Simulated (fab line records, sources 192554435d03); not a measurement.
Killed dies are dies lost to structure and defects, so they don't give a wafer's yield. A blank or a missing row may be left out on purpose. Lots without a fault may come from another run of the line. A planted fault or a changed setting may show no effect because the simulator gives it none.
Problem report in the 8D (eight disciplines) form, filled by code | flow n5_finfet | the parts of the form that need people (team, actions taken, sign-off) are left out

1. THE PROBLEM
IOFF_P_LONG at N5_BEOL_M4_RC_MEAS_101 reads a mean of 0.000169 nA/um on 2 wafers of 2 lots; wafers without a fault read 0.000107 nA/um with a standard deviation of 8.9e-06. That is +6.9 standard deviations from the usual mean.
First seen on wafer L132.2, day 14 01:37, on prober-01. The record holds 25 wafers of 9 lots with a number at this step. Rule for "out", or "out of limits": more than 4 standard deviations from the usual mean. The other wafers with a number count as sound.

2. WHAT IT IS AND WHAT IT IS NOT
question                    | is                               | is not
which readings at this step | IOFF_P_LONG, VT_P_LONG, VT_P_LVT | DIBL_P, IOFF_N, SS_N, SS_P
which lots                  | L132, L134                       | L126, L127, L129, L142, L144, L145, L146
which wafers of those lots  | L132.2, L134.2                   | L132.6, L134.4
read on which gauges        | prober-01, prober-02             | -
when                        | from day 14 01:37                | up to then (10 sound wafers); but 13 sound wafers of L134, L142, L144, L145, L146 came after

3. SUSPECTS, AND WHAT RULES EACH OUT
Counting: a tool at a process step up to the reading stays a suspect if it ran every lot that is out. Sound lots after the first of them don't rule it out here, since some wafers of a struck lot are sound.
- the gauge at N5_BEOL_M4_RC_MEAS_101: ruled out. The wafers that are out were read on 2 gauges (prober-01, prober-02).
- rie_diel-01 at N5_HKMG_FIN_ETCH_54 (etches SiARC in CF4, target depth 45.5 nm, time 75.8 s): kept. It ran every lot that is out, first L132 (day 6 03:02); its last sound lot up to then is L127 (day 5 00:43).
- rie_diel-01 at N5_HKMG_FIN_STRIP_93 (strips SOC in N2/H2, time 20 s): kept. It ran every lot that is out, first L132 (day 6 03:44); its last sound lot up to then is L127 (day 5 01:25).
- ald_metal-04 at N5_HKMG_FIN_PWFM_ALD_03 (deposits TiN, target thk 2 nm, pulse time 1 s, purge time 3 s): kept. It ran every lot that is out, first L132 (day 6 05:26); its last sound lot up to then is L129 (day 5 15:16).
Left after counting: rie_diel-01 at N5_HKMG_FIN_ETCH_54, rie_diel-01 at N5_HKMG_FIN_STRIP_93, ald_metal-04 at N5_HKMG_FIN_PWFM_ALD_03.

4. THE CAUSE (what the simulator had put in)
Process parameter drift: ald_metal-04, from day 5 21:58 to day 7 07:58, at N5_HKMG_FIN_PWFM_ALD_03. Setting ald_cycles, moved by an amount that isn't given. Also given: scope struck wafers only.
Counting left 3 suspects, and this tool is among them.

5. THE CHAIN OF EFFECTS, in route order
Each row: a reading whose mean over the struck wafers that have a number lies more than 3 standard deviations from the usual. Only readings for which the record gives a usual standard deviation are gone through. hours: the time from each lot's start at the first step in this table that gives one to its start at this step, as a median over the lots. sigmas: the change in usual standard deviations.
hours | step                   | reading     | usual          | on struck wafers | change    | sigmas
0     | N5_BEOL_M4_RC_MEAS_101 | IOFF_P_LIN  | 0.101 nA/um    | 0.162            | +0.060    | +3.8
0     | N5_BEOL_M4_RC_MEAS_101 | IOFF_P_LONG | 0.000107 nA/um | 0.000169         | +0.000062 | +6.9
0     | N5_BEOL_M4_RC_MEAS_101 | VT_P        | -250 mV        | -236             | +14       | +4.3
0     | N5_BEOL_M4_RC_MEAS_101 | VT_P_LONG   | -275 mV        | -260             | +16       | +5.2
0     | N5_BEOL_M4_RC_MEAS_101 | VT_P_LVT    | -99 mV         | -84              | +14       | +4.8

6. WHAT WOULD HAVE CAUGHT IT SOONER
In this record the first reading out of limits at a measuring or inspecting step was taken at day 14 01:37, 196 hours after the fault began at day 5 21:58.
Of the tool readings at N5_HKMG_FIN_PWFM_ALD_03 for which the record gives a usual standard deviation, none was out on any struck wafer, so an alarm limit of 4 standard deviations on them would not have fired.
All the lots that are out (2) had begun N5_HKMG_FIN_PWFM_ALD_03 on ald_metal-04 by day 14 01:37. A hold on the tool at that time would have spared none of them.
